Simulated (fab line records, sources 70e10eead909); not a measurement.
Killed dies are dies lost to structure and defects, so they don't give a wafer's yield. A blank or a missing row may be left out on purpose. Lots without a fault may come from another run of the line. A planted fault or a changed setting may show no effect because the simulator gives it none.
fab line records | flow nand_harc
record lots=5 wafers=15 last_day=32
route steps=1302 shown A_SOURCE_PLATE@423 A_ONON_D1@424 A_CHANNEL_HOLE_D1@450
lots that met no fault: from a run of the same line without faults
start_h: hours from the record's first day to the start of the lot's first wafer shown | wait_h: hours since the lot's step before | " the same as in the row above | L1.1+2: a row that stands for several wafers | - no value, or no start given | * or withheld: withheld | < > ~ a bound
route shown NAME@n: a module of which the file shows steps, and the number in the route of the first | usual: mean/standard deviation of fault-free wafers | same: alike in all rows | chamber/n: place in a boat | sites: the reading at each site | _std_site: their standard deviation | _edge_site: outer sites' mean less inner sites' | radius_mm: how far each site lies from the wafer's centre | mask NAME#n: copy n | behind: the tool/chamber that last shaped the wafer | hold: why the lot was held/for how many hours/how that ended | device: the transistor (n, p or np) that didn't switch | end of line: the same wafers' tests at the end of the route | a step without rows: its recipe alone | killed: dies lost to structure and defects at the first sort, not the wafer's yield | map: a wafer's dies, x killed, . not, _ none there
set.NAME: the setting as run; set.NAME@STEP: as run at that earlier step | model.NAME: the simulator's own value behind a step, which no gauge read
lots at some steps of the route; a table a step, a row a wafer
services: from which hour (start_h, from the record's first day; less than 0 if before it) a tool's chamber was out of use, for how many hours, and why
## steps
# step NHARC_A_SOURCE_PLATE_INSPECT_08
# usual raw_defect_count=63/25
# columns lot.wafer tool chamber start_h wait_h raw_defect_count
L075.2 defect_inspect-01 - 169.87 0.0 64
L075.4 " - " " 98
L075.5 " - " " 51
L077.1 defect_inspect-01 - 194.53 0.0 94
L077.2 " - " " 88
L077.3 " - " " 117
L078.3 defect_inspect-02 - 203.98 0.0 93
L078.4 " - " " 121
L078.5 " - " " 53
L086.1 defect_inspect-01 - 277.74 0.0 86
L086.3 " - " " 119
L086.4 " - " " 71
L095.1 defect_inspect-02 - 374.55 0.0 45
L095.3 " - " " 51
L095.6 " - " " 56
# step NHARC_A_ONON_D1_DEP_00
# recipe target_thk_a=10000 n2_flow_sccm=2750 n2o_flow_sccm=2000 nh3_flow_sccm=500 sih4_flow_sccm=210 temp_c=400
# usual nh3_flow_sccm=499.6/1.6
# columns lot.wafer tool chamber start_h wait_h nh3_flow_sccm
L075.2 pecvd_onon-02 0 170.00 0.1 500.5
L075.4 " 0 " " 500.7
L075.5 " 0 " " 500.0
L077.1 pecvd_onon-01 0 194.59 0.1 498.7
L077.2 " 0 " " 497.8
L077.3 " 0 " " 499.2
L078.3 pecvd_onon-02 0 204.16 0.2 499.3
L078.4 " 0 " " 499.4
L078.5 " 0 " " 499.8
L086.1 pecvd_onon-02 0 277.81 0.1 497.0
L086.3 " 0 " " 496.7
L086.4 " 0 " " 495.3
L095.1 pecvd_onon-04 0 374.61 0.1 499.2
L095.3 " 0 " " 498.4
L095.6 " 0 " " 497.9
# step NHARC_A_ONON_D1_THK_MEAS_02
# recipe thk_meas_gauge=ellipsometry
# usual thk_nm=998/11
# columns lot.wafer tool chamber start_h wait_h thk_nm
L075.2 film_metro-02 - 170.45 - 977
L075.4 " - " " 975
L075.5 " - " " 977
L077.1 film_metro-01 - 195.11 - 996
L077.2 " - " " 996
L077.3 " - " " 996
L078.3 film_metro-01 - 204.55 - 1000
L078.4 " - " " 1000
L078.5 " - " " 999
L086.1 film_metro-02 - 278.31 - 1020
L086.3 " - " " 1018
L086.4 " - " " 1019
L095.1 film_metro-01 - 375.12 - 985
L095.3 " - " " 983
L095.6 " - " " 983
# step NHARC_A_ONON_D1_DEP_03
# recipe target_thk_a=10000 n2_flow_sccm=2750 n2o_flow_sccm=2000 nh3_flow_sccm=500 sih4_flow_sccm=210 temp_c=400
# usual nh3_flow_sccm=500.1/1.6
# columns lot.wafer tool chamber start_h wait_h nh3_flow_sccm
L075.2 pecvd_onon-01 0 170.57 0.1 499.5
L075.4 " 0 " " 500.2
L075.5 " 0 " " 502.7
L077.1 pecvd_onon-04 0 195.17 0.1 499.9
L077.2 " 0 " " 497.7
L077.3 " 0 " " 499.2
L078.3 pecvd_onon-02 0 204.72 0.2 498.9
L078.4 " 0 " " 499.7
L078.5 " 0 " " 499.7
L086.1 pecvd_onon-04 0 278.37 0.1 500.0
L086.3 " 0 " " 497.4
L086.4 " 0 " " 501.3
L095.1 pecvd_onon-01 0 375.18 0.1 500.4
L095.3 " 0 " " 500.0
L095.6 " 0 " " 499.4
# step NHARC_A_ONON_D1_THK_MEAS_05
# recipe thk_meas_gauge=ellipsometry
# usual thk_nm=1004/8.6
# columns lot.wafer tool chamber start_h wait_h thk_nm
L075.2 film_metro-02 - 171.02 - 992
L075.4 " - " " 989
L075.5 " - " " 991
L077.1 film_metro-02 - 195.68 - 998
L077.2 " - " " 999
L077.3 " - " " 1000
L078.3 film_metro-01 - 205.12 - 994
L078.4 " - " " 995
L078.5 " - " " 995
L086.1 film_metro-02 - 278.88 - 1013
L086.3 " - " " 1012
L086.4 " - " " 1009
L095.1 film_metro-01 - 375.69 - 1005
L095.3 " - " " 1005
L095.6 " - " " 1005
# step NHARC_A_ONON_D1_DEP_06
# recipe target_thk_a=10000 n2_flow_sccm=2750 n2o_flow_sccm=2000 nh3_flow_sccm=500 sih4_flow_sccm=210 temp_c=400
# usual nh3_flow_sccm=499.7/1.5
# columns lot.wafer tool chamber start_h wait_h nh3_flow_sccm
L075.2 pecvd_onon-04 0 171.13 0.1 496.5
L075.4 " 0 " " 496.6
L075.5 " 0 " " 498.9
L077.1 pecvd_onon-01 0 195.73 0.1 500.6
L077.2 " 0 " " 499.6
L077.3 " 0 " " 499.3
L078.3 pecvd_onon-02 0 205.29 0.2 497.5
L078.4 " 0 " " 498.5
L078.5 " 0 " " 500.1
L086.1 pecvd_onon-02 0 279.07 0.2 498.5
L086.3 " 0 " " 499.2
L086.4 " 0 " " 499.3
L095.1 pecvd_onon-04 0 375.74 0.1 498.7
L095.3 " 0 " " 499.1
L095.6 " 0 " " 499.3
# step NHARC_A_ONON_D1_THK_MEAS_08
# recipe thk_meas_gauge=ellipsometry
# usual thk_nm=1004/13
# columns lot.wafer tool chamber start_h wait_h thk_nm
L075.2 film_metro-01 - 171.59 - 1006
L075.4 " - " " 1009
L075.5 " - " " 1009
L077.1 film_metro-01 - 196.25 - 996
L077.2 " - " " 996
L077.3 " - " " 995
L078.3 film_metro-02 - 205.68 - 972
L078.4 " - " " 972
L078.5 " - " " 970
L086.1 film_metro-02 - 279.58 - 986
L086.3 " - " " 984
L086.4 " - " " 985
L095.1 film_metro-01 - 376.26 - 1000
L095.3 " - " " 1003
L095.6 " - " " 1002
# step NHARC_A_ONON_D1_DEP_09
# recipe target_thk_a=10000 n2_flow_sccm=2750 n2o_flow_sccm=2000 nh3_flow_sccm=500 sih4_flow_sccm=210 temp_c=400
# usual nh3_flow_sccm=499.9/1.3
# columns lot.wafer tool chamber start_h wait_h nh3_flow_sccm
L075.2 pecvd_onon-04 0 171.70 0.1 500.7
L075.4 " 0 " " 499.8
L075.5 " 0 " " 501.0
L077.1 pecvd_onon-04 0 196.31 0.1 500.5
L077.2 " 0 " " 500.7
L077.3 " 0 " " 500.4
L078.3 pecvd_onon-02 0 205.85 0.2 500.5
L078.4 " 0 " " 500.4
L078.5 " 0 " " 499.1
L086.1 pecvd_onon-04 0 279.64 0.1 499.0
L086.3 " 0 " " 501.5
L086.4 " 0 " " 500.8
L095.1 pecvd_onon-01 0 376.31 0.1 500.2
L095.3 " 0 " " 500.3
L095.6 " 0 " " 499.4
# step NHARC_A_ONON_D1_THK_MEAS_11
# recipe thk_meas_gauge=ellipsometry
# usual thk_nm=1003/13
# columns lot.wafer tool chamber start_h wait_h thk_nm
L075.2 film_metro-02 - 172.15 - 1018
L075.4 " - " " 1020
L075.5 " - " " 1020
L077.1 film_metro-02 - 196.82 - 997
L077.2 " - " " 995
L077.3 " - " " 996
L078.3 film_metro-02 - 206.25 - 1008
L078.4 " - " " 1007
L078.5 " - " " 1008
L086.1 film_metro-01 - 280.15 - 997
L086.3 " - " " 998
L086.4 " - " " 998
L095.1 film_metro-01 - 376.83 - 983
L095.3 " - " " 982
L095.6 " - " " 982
# step NHARC_A_ONON_D1_DEP_12
# recipe target_thk_a=10000 n2_flow_sccm=2750 n2o_flow_sccm=2000 nh3_flow_sccm=500 sih4_flow_sccm=210 temp_c=400
# usual nh3_flow_sccm=500.0/1.4
# columns lot.wafer tool chamber start_h wait_h nh3_flow_sccm
L075.2 pecvd_onon-01 0 172.27 0.1 499.3
L075.4 " 0 " " 500.2
L075.5 " 0 " " 500.6
L077.1 pecvd_onon-01 0 196.87 0.1 501.0
L077.2 " 0 " " 500.4
L077.3 " 0 " " 500.0
L078.3 pecvd_onon-02 0 206.42 0.2 498.9
L078.4 " 0 " " 498.4
L078.5 " 0 " " 500.1
L086.1 pecvd_onon-02 0 280.21 0.1 501.3
L086.3 " 0 " " 502.2
L086.4 " 0 " " 500.1
L095.1 pecvd_onon-04 0 376.88 0.1 502.2
L095.3 " 0 " " 501.0
L095.6 " 0 " " 501.1
# step NHARC_A_ONON_D1_THK_MEAS_14
# recipe thk_meas_gauge=ellipsometry
# usual thk_nm=999/12
# columns lot.wafer tool chamber start_h wait_h thk_nm
L075.2 film_metro-02 - 172.72 - 979
L075.4 " - " " 978
L075.5 " - " " 977
L077.1 film_metro-02 - 197.38 - 997
L077.2 " - " " 998
L077.3 " - " " 998
L078.3 film_metro-01 - 206.82 - 986
L078.4 " - " " 985
L078.5 " - " " 986
L086.1 film_metro-02 - 280.72 - 993
L086.3 " - " " 993
L086.4 " - " " 993
L095.1 film_metro-01 - 377.40 - 989
L095.3 " - " " 987
L095.6 " - " " 989
# step NHARC_A_ONON_D1_ANNEAL_15
# recipe temp_c=750 time_s=3600
# usual zone_power_lower_pct=12.7/0.94
# columns lot.wafer tool chamber start_h wait_h zone_power_lower_pct
L075.2 furnace-03 0 175.90 3.2 12.6
L075.4 " 0 " " 12.6
L075.5 " 0 " " 12.7
L077.1 furnace-08 0 202.99 5.6 12.4
L077.2 " 0 " " 12.4
L077.3 " 0 " " 12.1
L078.3 furnace-08 0 214.34 7.5 12.1
L078.4 " 0 " " 12.1
L078.5 " 0 " " 12.3
L086.1 furnace-08 0 284.11 3.4 12.1
L086.3 " 0 " " 12.2
L086.4 " 0 " " 12.4
L095.1 furnace-01 0 381.08 3.7 15.1
L095.3 " 0 " " 15.2
L095.6 " 0 " " 15.4
# step NHARC_A_ONON_D1_DEP_16
# recipe target_thk_a=10000 n2_flow_sccm=2750 n2o_flow_sccm=2000 nh3_flow_sccm=500 sih4_flow_sccm=210 temp_c=400
# usual nh3_flow_sccm=500.1/1.6
# columns lot.wafer tool chamber start_h wait_h nh3_flow_sccm
L075.2 pecvd_onon-02 0 179.87 0.1 500.5
L075.4 " 0 " " 500.5
L075.5 " 0 " " 500.4
L077.1 pecvd_onon-04 0 206.88 0.1 501.5
L077.2 " 0 " " 500.8
L077.3 " 0 " " 500.6
L078.3 pecvd_onon-04 0 218.33 0.2 501.4
L078.4 " 0 " " 498.9
L078.5 " 0 " " 499.3
L086.1 pecvd_onon-02 0 288.01 0.1 500.0
L086.3 " 0 " " 502.6
L086.4 " 0 " " 502.2
L095.1 pecvd_onon-02 0 384.95 0.1 499.9
L095.3 " 0 " " 500.6
L095.6 " 0 " " 502.6
# step NHARC_A_ONON_D1_THK_MEAS_18
# recipe thk_meas_gauge=ellipsometry
# usual thk_nm=1002/9.6
# columns lot.wafer tool chamber start_h wait_h thk_nm
L075.2 film_metro-02 - 180.32 - 993
L075.4 " - " " 992
L075.5 " - " " 993
L077.1 film_metro-01 - 207.39 - 994
L077.2 " - " " 996
L077.3 " - " " 993
L078.3 film_metro-02 - 218.73 - 1014
L078.4 " - " " 1013
L078.5 " - " " 1013
L086.1 film_metro-01 - 288.52 - 999
L086.3 " - " " 998
L086.4 " - " " 998
L095.1 film_metro-01 - 385.46 - 990
L095.3 " - " " 992
L095.6 " - " " 992
# step NHARC_A_ONON_D1_DEP_19
# recipe target_thk_a=10000 n2_flow_sccm=2750 n2o_flow_sccm=2000 nh3_flow_sccm=500 sih4_flow_sccm=210 temp_c=400
# usual nh3_flow_sccm=500.0/1.3
# columns lot.wafer tool chamber start_h wait_h nh3_flow_sccm
L075.2 pecvd_onon-01 0 180.43 0.1 499.4
L075.4 " 0 " " 499.8
L075.5 " 0 " " 499.8
L077.1 pecvd_onon-01 0 207.44 0.1 501.8
L077.2 " 0 " " 499.7
L077.3 " 0 " " 499.7
L078.3 pecvd_onon-01 0 218.90 0.2 501.0
L078.4 " 0 " " 501.3
L078.5 " 0 " " 499.0
L086.1 pecvd_onon-04 0 288.58 0.1 499.1
L086.3 " 0 " " 499.6
L086.4 " 0 " " 498.4
L095.1 pecvd_onon-01 0 385.53 0.1 496.9
L095.3 " 0 " " 497.9
L095.6 " 0 " " 497.7
# step NHARC_A_ONON_D1_THK_MEAS_21
# recipe thk_meas_gauge=ellipsometry
# usual thk_nm=1000/11
# columns lot.wafer tool chamber start_h wait_h thk_nm
L075.2 film_metro-01 - 180.88 - 1002
L075.4 " - " " 1001
L075.5 " - " " 1000
L077.1 film_metro-01 - 207.96 - 1003
L077.2 " - " " 1003
L077.3 " - " " 1004
L078.3 film_metro-02 - 219.30 - 987
L078.4 " - " " 987
L078.5 " - " " 987
L086.1 film_metro-01 - 289.09 - 1007
L086.3 " - " " 1008
L086.4 " - " " 1008
L095.1 film_metro-01 - 386.05 - 1001
L095.3 " - " " 1000
L095.6 " - " " 1002
# step NHARC_A_ONON_D1_DEP_22
# recipe target_thk_a=10000 n2_flow_sccm=2750 n2o_flow_sccm=2000 nh3_flow_sccm=500 sih4_flow_sccm=210 temp_c=400
# usual nh3_flow_sccm=500.0/1.6
# columns lot.wafer tool chamber start_h wait_h nh3_flow_sccm
L075.2 pecvd_onon-04 0 181.00 0.1 503.1
L075.4 " 0 " " 500.9
L075.5 " 0 " " 500.6
L077.1 pecvd_onon-02 0 208.02 0.1 501.0
L077.2 " 0 " " 499.7
L077.3 " 0 " " 500.9
L078.3 pecvd_onon-04 0 219.47 0.2 498.8
L078.4 " 0 " " 499.1
L078.5 " 0 " " 499.3
L086.1 pecvd_onon-01 0 289.15 0.1 497.2
L086.3 " 0 " " 499.7
L086.4 " 0 " " 499.8
L095.1 pecvd_onon-04 0 386.10 0.1 499.5
L095.3 " 0 " " 499.5
L095.6 " 0 " " 501.1
# step NHARC_A_ONON_D1_THK_MEAS_24
# recipe thk_meas_gauge=ellipsometry
# usual thk_nm=1000/9.3
# columns lot.wafer tool chamber start_h wait_h thk_nm
L075.2 film_metro-01 - 181.45 - 1002
L075.4 " - " " 1002
L075.5 " - " " 1004
L077.1 film_metro-02 - 208.55 - 999
L077.2 " - " " 1000
L077.3 " - " " 998
L078.3 film_metro-01 - 219.86 - 1005
L078.4 " - " " 1006
L078.5 " - " " 1006
L086.1 film_metro-01 - 289.65 - 980
L086.3 " - " " 981
L086.4 " - " " 981
L095.1 film_metro-01 - 386.61 - 1000
L095.3 " - " " 999
L095.6 " - " " 1000
# step NHARC_A_ONON_D1_DEP_25
# recipe target_thk_a=10000 n2_flow_sccm=2750 n2o_flow_sccm=2000 nh3_flow_sccm=500 sih4_flow_sccm=210 temp_c=400
# usual nh3_flow_sccm=500.5/1.7
# columns lot.wafer tool chamber start_h wait_h nh3_flow_sccm
L075.2 pecvd_onon-02 0 181.56 0.1 501.5
L075.4 " 0 " " 498.8
L075.5 " 0 " " 501.5
L077.1 pecvd_onon-04 0 208.61 0.1 500.0
L077.2 " 0 " " 500.5
L077.3 " 0 " " 500.4
L078.3 pecvd_onon-02 0 220.03 0.2 501.2
L078.4 " 0 " " 499.6
L078.5 " 0 " " 502.7
L086.1 pecvd_onon-02 0 289.71 0.1 501.5
L086.3 " 0 " " 498.5
L086.4 " 0 " " 499.9
L095.1 pecvd_onon-01 0 386.67 0.1 501.1
L095.3 " 0 " " 499.7
L095.6 " 0 " " 500.8
# step NHARC_A_ONON_D1_THK_MEAS_27
# recipe thk_meas_gauge=ellipsometry
# usual thk_nm=999/11
# columns lot.wafer tool chamber start_h wait_h thk_nm
L075.2 film_metro-02 - 182.02 - 991
L075.4 " - " " 991
L075.5 " - " " 990
L077.1 film_metro-02 - 209.12 - 991
L077.2 " - " " 992
L077.3 " - " " 990
L078.3 film_metro-01 - 220.43 - 1008
L078.4 " - " " 1009
L078.5 " - " " 1010
L086.1 film_metro-01 - 290.22 - 1025
L086.3 " - " " 1026
L086.4 " - " " 1026
L095.1 film_metro-01 - 387.18 - 995
L095.3 " - " " 996
L095.6 " - " " 994
# step NHARC_A_ONON_D1_DEP_28
# recipe target_thk_a=10000 n2_flow_sccm=2750 n2o_flow_sccm=2000 nh3_flow_sccm=500 sih4_flow_sccm=210 temp_c=400
# usual nh3_flow_sccm=500.2/1.5
# columns lot.wafer tool chamber start_h wait_h nh3_flow_sccm
L075.2 pecvd_onon-01 0 182.13 0.1 501.8
L075.4 " 0 " " 499.0
L075.5 " 0 " " 503.8
L077.1 pecvd_onon-01 0 209.18 0.1 499.6
L077.2 " 0 " " 497.4
L077.3 " 0 " " 497.0
L078.3 pecvd_onon-01 0 220.60 0.2 499.2
L078.4 " 0 " " 499.1
L078.5 " 0 " " 498.4
L086.1 pecvd_onon-04 0 290.27 0.1 499.9
L086.3 " 0 " " 499.3
L086.4 " 0 " " 499.9
L095.1 pecvd_onon-02 0 387.23 0.1 500.3
L095.3 " 0 " " 500.7
L095.6 " 0 " " 501.3
# step NHARC_A_ONON_D1_THK_MEAS_30
# recipe thk_meas_gauge=ellipsometry
# usual thk_nm=997/9.9
# columns lot.wafer tool chamber start_h wait_h thk_nm
L075.2 film_metro-01 - 182.58 - 996
L075.4 " - " " 996
L075.5 " - " " 996
L077.1 film_metro-01 - 209.69 - 1005
L077.2 " - " " 1006
L077.3 " - " " 1004
L078.3 film_metro-01 - 221.00 - 995
L078.4 " - " " 997
L078.5 " - " " 995
L086.1 film_metro-02 - 290.79 - 981
L086.3 " - " " 982
L086.4 " - " " 982
L095.1 film_metro-01 - 387.75 - 991
L095.3 " - " " 991
L095.6 " - " " 991
# step NHARC_A_ONON_D1_DEP_33
# recipe target_thk_a=2000 temp_c=400 pressure_torr=6.5 rf_w=900 teos_flow_sccm=161.4 flow_sccm=2650 target_thk_nm=200 gas=O2 material=SiO2
# usual chamber_pressure_Torr=6.499/0.014 flow_sccm=2651/8.3 heater_power_w=505/71 showerhead_vpp_V=1884/68 throttle_valve_pct=16.4/0.51
# columns lot.wafer tool chamber start_h wait_h chamber_pressure_Torr flow_sccm heater_power_w showerhead_vpp_V throttle_valve_pct
L075.2 pecvd-03 1 182.64 0.1 6.499 2648 458 1869 17.2
L075.4 " 1 " " 6.528 2647 472 1908 17.3
L075.5 " 0 " " 6.492 2637 583 1846 16.8
L077.2 pecvd-03 0 209.75 0.1 6.510 2646 579 1833 16.8
L077.1 " 1 " " 6.499 2664 394 1870 16.6
L077.3 " 2 " " 6.509 2643 492 1940 16.5
L078.3 pecvd-03 0 221.10 0.1 6.516 2644 633 1826 16.6
L078.4 " 0 " " 6.507 2631 656 1859 17.1
L078.5 " 1 " " 6.518 2651 402 1861 16.4
L086.3 pecvd-03 1 290.84 0.1 6.502 2646 421 1857 16.7
L086.1 " 2 " " 6.502 2646 491 1968 16.7
L086.4 " 2 " " 6.502 2657 508 1949 16.4
L095.3 pecvd-03 0 387.81 0.1 6.526 2643 682 1867 16.3
L095.1 " 2 " " 6.500 2653 568 1961 16.6
L095.6 " 0 " " 6.496 2644 525 1840 16.5
# step NHARC_A_ONON_D1_THK_MEAS_34
# recipe thk_meas_gauge=ellipsometry
# usual thk_nm=200.3/2.7
# columns lot.wafer tool chamber start_h wait_h thk_nm
L075.2 film_metro-02 - 183.06 - 196.1
L075.4 " - " " 204.0
L075.5 " - " " 203.6
L077.1 film_metro-01 - 210.16 - 199.4
L077.2 " - " " 198.2
L077.3 " - " " 200.1
L078.3 film_metro-01 - 221.47 - 201.4
L078.4 " - " " 201.0
L078.5 " - " " 202.0
L086.1 film_metro-02 - 291.25 - 201.4
L086.3 " - " " 201.4
L086.4 " - " " 206.6
L095.1 film_metro-02 - 388.22 - 200.1
L095.3 " - " " 202.7
L095.6 " - " " 203.4
# step NHARC_A_ONON_D1_INSPECT_32
# usual raw_defect_count=76/26
# columns lot.wafer tool chamber start_h wait_h raw_defect_count
L075.2 defect_inspect-01 - 183.14 0.0 73
L075.4 " - " " 115
L075.5 " - " " 62
L077.1 defect_inspect-02 - 210.22 0.0 104
L077.2 " - " " 108
L077.3 " - " " 127
L078.3 defect_inspect-01 - 221.53 0.0 118
L078.4 " - " " 139
L078.5 " - " " 66
L086.1 defect_inspect-01 - 291.31 0.0 84
L086.3 " - " " 123
L086.4 " - " " 79
L095.1 defect_inspect-02 - 388.30 0.0 57
L095.3 " - " " 63
L095.6 " - " " 57
# step NHARC_A_CHANNEL_HOLE_D1_DEP_00
# recipe target_thk_a=31000 temp_c=400 material=aC
# usual throttle_valve_pct=35.000/0.009
# columns lot.wafer tool chamber start_h wait_h throttle_valve_pct
L075.2 acl_dep-03 0 184.97 1.8 34.996
L075.4 " 0 " " 34.995
L075.5 " 0 " " 35.017
L077.1 acl_dep-01 0 210.29 0.1 34.983
L077.2 " 0 " " 34.996
L077.3 " 0 " " 34.993
L078.3 acl_dep-02 0 222.51 1.0 35.011
L078.4 " 0 " " 35.021
L078.5 " 0 " " 35.010
L086.1 acl_dep-01 0 291.38 0.1 34.992
L086.3 " 0 " " 35.001
L086.4 " 0 " " 35.009
L095.1 acl_dep-03 0 388.37 0.1 35.001
L095.3 " 0 " " 34.998
L095.6 " 0 " " 34.997
# step NHARC_A_CHANNEL_HOLE_D1_DEP_01
# recipe target_thk_a=1400 target_thk_nm=140 temp_c=400 pressure_torr=3.5 flow_sccm=200 rf_w=350 material=SiON
# usual chamber_pressure_Torr=3.499/0.0084 heater_power_w=703/80 showerhead_vpp_V=1150/42
# columns lot.wafer tool chamber start_h wait_h chamber_pressure_Torr heater_power_w showerhead_vpp_V
L075.2 pecvd-04 2 186.61 1.3 3.501 656 1107
L075.5 " 1 " " 3.482 802 1162
L075.4 " 2 " " 3.498 674 1127
L077.1 pecvd-02 1 212.21 1.6 3.502 698 1203
L077.3 " 2 " " 3.510 659 1147
L077.2 " 0 " " 3.499 839 1090
L078.3 pecvd-03 2 223.88 1.0 3.495 803 1221
L078.5 " 1 " " 3.500 668 1166
L078.4 " 2 " " 3.484 790 1218
L086.3 pecvd-04 0 293.29 1.0 3.481 673 1111
L086.1 " 2 " " 3.493 649 1128
L086.4 " 2 " " 3.491 649 1123
L095.1 pecvd-02 1 390.30 1.6 3.502 710 1196
L095.3 " 0 " " 3.495 874 1079
L095.6 " 2 " " 3.502 616 1144
# step NHARC_A_CHANNEL_HOLE_D1_DEHYDRATE_02
# recipe temp_c=150 time_s=120
# columns lot.wafer tool chamber start_h wait_h
L075.2+4+5 litho_track-01 0 186.85 0.2
L077.1+2+3 litho_track-01 0 212.48 0.2
L078.3+4+5 litho_track-06 0 224.09 0.2
L086.1+3+4 litho_track-04 0 293.56 0.2
L095.1+3+6 litho_track-06 0 390.57 0.2
# step NHARC_A_CHANNEL_HOLE_D1_HMDS_03
# recipe time_s=30
# columns lot.wafer tool chamber start_h wait_h
L075.2+4+5 litho_track-01 0 - -
L077.1+2+3 litho_track-01 0 - -
L078.3+4+5 litho_track-06 0 - -
L086.1+3+4 litho_track-04 0 - -
L095.1+3+6 litho_track-06 0 - -
# step NHARC_A_CHANNEL_HOLE_D1_COAT_36
# recipe temp_c=260 time_s=75
# columns lot.wafer tool chamber start_h wait_h
L075.2+4+5 litho_track-01 0 - -
L077.1+2+3 litho_track-01 0 - -
L078.3+4+5 litho_track-06 0 - -
L086.1+3+4 litho_track-04 0 - -
L095.1+3+6 litho_track-06 0 - -
# step NHARC_A_CHANNEL_HOLE_D1_COAT_37
# recipe temp_c=225 time_s=65
# columns lot.wafer tool chamber start_h wait_h
L075.2+4+5 litho_track-01 0 - -
L077.1+2+3 litho_track-01 0 - -
L078.3+4+5 litho_track-06 0 - -
L086.1+3+4 litho_track-04 0 - -
L095.1+3+6 litho_track-06 0 - -
# step NHARC_A_CHANNEL_HOLE_D1_COAT_04
# recipe spin_rpm=1500 resist_thk_nm=90
# columns lot.wafer tool chamber start_h wait_h
L075.2+4+5 litho_track-01 0 - -
L077.1+2+3 litho_track-01 0 - -
L078.3+4+5 litho_track-06 0 - -
L086.1+3+4 litho_track-04 0 - -
L095.1+3+6 litho_track-06 0 - -
# step NHARC_A_CHANNEL_HOLE_D1_SOFTBAKE_05
# recipe temp_c=105 time_s=55
# columns lot.wafer tool chamber start_h wait_h
L075.2+4+5 litho_track-01 0 - -
L077.1+2+3 litho_track-01 0 - -
L078.3+4+5 litho_track-06 0 - -
L086.1+3+4 litho_track-04 0 - -
L095.1+3+6 litho_track-06 0 - -
# step NHARC_A_CHANNEL_HOLE_D1_EBR_06
# columns lot.wafer tool chamber start_h wait_h
L075.2+4+5 litho_track-01 0 - -
L077.1+2+3 litho_track-01 0 - -
L078.3+4+5 litho_track-06 0 - -
L086.1+3+4 litho_track-04 0 - -
L095.1+3+6 litho_track-06 0 - -
# step NHARC_A_CHANNEL_HOLE_D1_EXPOSE_07
# recipe na=1.35 target_cd_nm=100 sigma_outer=0.3 dose_mj=59.65 mask_id=HOLE_D1
# same sigma_outer=0.3
# columns lot.wafer tool chamber start_h wait_h mask
L075.2+4+5 arfi_scanner-02 0 187.17 - HOLE_D1#0
L077.1+2+3 arfi_scanner-03 0 212.67 - HOLE_D1#0
L078.3+4+5 arfi_scanner-03 0 224.29 - HOLE_D1#0
L086.1+3+4 arfi_scanner-03 0 293.75 - HOLE_D1#0
L095.1+3+6 arfi_scanner-03 0 390.75 - HOLE_D1#0
# step NHARC_A_CHANNEL_HOLE_D1_PEB_08
# recipe peb_temp_c=100 peb_time_s=65
# columns lot.wafer tool chamber start_h wait_h
L075.2+4+5 litho_track-06 0 187.23 0.1
L077.1+2+3 litho_track-04 0 212.73 0.1
L078.3+4+5 litho_track-04 0 224.34 0.0
L086.1+3+4 litho_track-04 0 293.81 0.1
L095.1+3+6 litho_track-01 0 390.81 0.1
# step NHARC_A_CHANNEL_HOLE_D1_DEVELOP_09
# recipe develop_time_s=35 dev_temp_c=23
# columns lot.wafer tool chamber start_h wait_h
L075.2+4+5 litho_track-06 0 - -
L077.1+2+3 litho_track-04 0 - -
L078.3+4+5 litho_track-04 0 - -
L086.1+3+4 litho_track-04 0 - -
L095.1+3+6 litho_track-01 0 - -
# step NHARC_A_CHANNEL_HOLE_D1_CD_MEAS_10
# recipe target_cd_nm=100 landing_energy_ev=500
# usual cd_nm=100.1/0.44
# columns lot.wafer tool chamber start_h wait_h cd_nm
L075.2 cd_sem-01 0 187.31 - 100.1
L075.4 " 0 " " 99.7
L075.5 " 0 " " 99.7
L077.1 cd_sem-02 0 212.81 - 100.7
L077.2 " 0 " " 100.1
L077.3 " 0 " " 100.2
L078.3 cd_sem-02 0 224.42 - 99.8
L078.4 " 0 " " 100.0
L078.5 " 0 " " 100.4
L086.1 cd_sem-01 0 293.89 - 100.1
L086.3 " 0 " " 100.7
L086.4 " 0 " " 100.7
L095.1 cd_sem-03 0 390.89 - 100.1
L095.3 " 0 " " 100.5
L095.6 " 0 " " 100.1
# step NHARC_A_CHANNEL_HOLE_D1_OVL_MEAS_11
# usual overlay_x_nm=0.3/0.87 overlay_y_nm=-0.1/0.73
# columns lot.wafer tool chamber start_h wait_h overlay_x_nm overlay_y_nm
L075.2 overlay-01 - 187.39 - -0.2 -1.0
L075.4 " - " " -0.3 -1.8
L075.5 " - " " -0.6 -1.9
L077.1 overlay-01 - 212.89 - 0.1 -0.3
L077.2 " - " " 0.6 -0.5
L077.3 " - " " 0.3 -0.5
L078.3 overlay-01 - 224.51 - -0.8 0.3
L078.4 " - " " -1.2 0.3
L078.5 " - " " -1.4 0.6
L086.1 overlay-02 - 293.98 - -1.5 0.5
L086.3 " - " " -2.0 0.6
L086.4 " - " " -1.8 0.5
L095.1 overlay-02 - 390.98 - 0.5 0.1
L095.3 " - " " -0.1 0.2
L095.6 " - " " -0.1 -0.1
# step NHARC_A_CHANNEL_HOLE_D1_INSPECT_12
# usual raw_defect_count=5.6/2.7
# columns lot.wafer tool chamber start_h wait_h raw_defect_count
L075.2 defect_inspect-01 - 187.43 0.0 2
L075.4 " - " " 6
L075.5 " - " " 4
L077.1 defect_inspect-02 - 212.93 0.0 7
L077.2 " - " " 9
L077.3 " - " " 10
L078.3 defect_inspect-02 - 224.54 0.0 8
L078.4 " - " " 5
L078.5 " - " " 5
L086.1 defect_inspect-02 - 294.01 0.0 13
L086.3 " - " " 8
L086.4 " - " " 9
L095.1 defect_inspect-01 - 391.02 0.0 3
L095.3 " - " " 1
L095.6 " - " " 4
## services
# columns tool chamber start_h hours kind
litho_track-01 - 155.00 7.0 pm
litho_track-06 - 179.00 7.0 pm
arfi_scanner-03 - 179.74 0.2 repair
pecvd-03 - 185.01 13.0 pm
pecvd_onon-02 - 185.38 13.0 pm
acl_dep-01 - 190.37 13.0 pm
arfi_scanner-03 - 196.01 4.0 pm
litho_track-04 - 203.00 7.0 pm
pecvd-02 - 227.16 13.0 pm
pecvd-04 - 269.20 13.0 pm
pecvd_onon-01 - 269.40 13.0 pm
pecvd-03 - 270.05 1.9 repair
pecvd-04 1 282.62 10.5 repair
acl_dep-03 - 298.38 13.0 pm
pecvd_onon-04 - 311.62 13.0 pm
pecvd-03 - 328.75 4.9 repair
litho_track-01 - 330.00 7.0 pm
litho_track-06 - 354.00 7.0 pm
pecvd-03 - 355.96 1.5 repair
pecvd-03 - 366.01 13.0 pm
pecvd_onon-02 - 366.38 13.0 pm
arfi_scanner-03 - 368.01 4.0 pm
acl_dep-01 - 372.94 13.0 pm
litho_track-04 - 378.00 7.0 pm
## key
fault none
